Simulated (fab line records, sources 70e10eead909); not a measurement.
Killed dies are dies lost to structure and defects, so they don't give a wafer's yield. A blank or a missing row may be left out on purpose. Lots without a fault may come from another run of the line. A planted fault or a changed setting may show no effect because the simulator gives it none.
One fault seen from 2 desks | flow nand_harc | each desk has only its own numbers; what lay behind them comes last

THE TOOL OWNER'S DESK: pecvd_onon-04
The tool's own readings at NHARC_A_ONON_D2_DEP_25 (target thk 1000 nm): means of the sampled wafers that have a number, for each lot that ran on this tool. A lot is out of limits, marked OUT, if its mean lies more than 4 standard deviations from the usual mean; the brackets give that distance.
Columns: A = sih4_flow_sccm at NHARC_A_ONON_D2_DEP_25, usual 210.1 sccm
lot  | first seen here | A
L725 | day 16 12:35    | 210.0
L724 | day 16 12:56    | 209.2
L733 | day 20 01:20    | 210.7
This desk's finding: nothing out of limits on any of the 3 lots.

THE METROLOGY DESK
What the gauges read, lot by lot, whatever tool the lot ran on: means of the sampled wafers that have a number. A lot is out of limits, marked OUT, if its mean lies more than 4 standard deviations from the usual mean; the brackets give that distance.
Columns: A = thk_nm at NHARC_A_ONON_D2_THK_MEAS_05, usual 1000 nm; B = thk_nm at NHARC_A_ONON_D2_THK_MEAS_14, usual 999 nm; C = thk_nm at NHARC_A_ONON_D2_THK_MEAS_24, usual 1002 nm; D = thk_nm at NHARC_A_ONON_D2_THK_MEAS_27, usual 1000 nm
lot  | first seen here | A    | B    | C    | D
L716 | day 12 07:07    | 1007 | 1017 | 1002 | 1009
L718 | day 12 21:01    | 992  | 988  | 1006 | 1009
L725 | day 16 01:39    | 1028 | 1005 | 1005 | 1079 (+8.6) OUT
L724 | day 16 01:47    | 987  | 999  | 1009 | 1074 (+8.0) OUT
L723 | day 16 01:50    | 994  | 1000 | 1002 | 994
L730 | day 19 00:04    | 991  | 997  | 989  | 995
L732 | day 19 00:56    | 998  | 1002 | 1008 | 996
L734 | day 19 14:37    | 1021 | 1002 | 1000 | 998
L733 | day 19 14:41    | 1017 | 1000 | 1015 | 992
L735 | day 20 19:13    | 1020 | 994  | 1011 | 992
L736 | day 21 10:13    | 986  | 1008 | 1009 | 997
L737 | day 21 10:14    | 1013 | 992  | 1000 | 1001
L738 | day 21 23:55    | 994  | 998  | 986  | 1002
L739 | day 21 23:55    | 974  | 1000 | 995  | 985
This desk's finding: out of limits on L724, L725; first on L725, day 16 13:05 (thk_nm at NHARC_A_ONON_D2_THK_MEAS_27). In limits: L716, L718, L723, L730, L732, L734, L733, L735, L736, L737, L738, L739.

PUT TOGETHER
The metrology desk could have raised an alarm at day 16 13:05, on L724, L725.
The tool owner's desk saw nothing out of limits.
The tool owner's desk has L724, L725 on record, within its limits.
Of the lots named, all ran NHARC_A_ONON_D2_DEP_25 on pecvd_onon-04.

WHAT THE SIMULATOR HAD PUT IN
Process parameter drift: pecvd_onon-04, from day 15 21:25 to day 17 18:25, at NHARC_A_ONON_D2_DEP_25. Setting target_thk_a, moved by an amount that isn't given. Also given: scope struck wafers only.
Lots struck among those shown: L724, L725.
Hours from the fault's start to each desk's first reading out of limits: the metrology desk, 16.
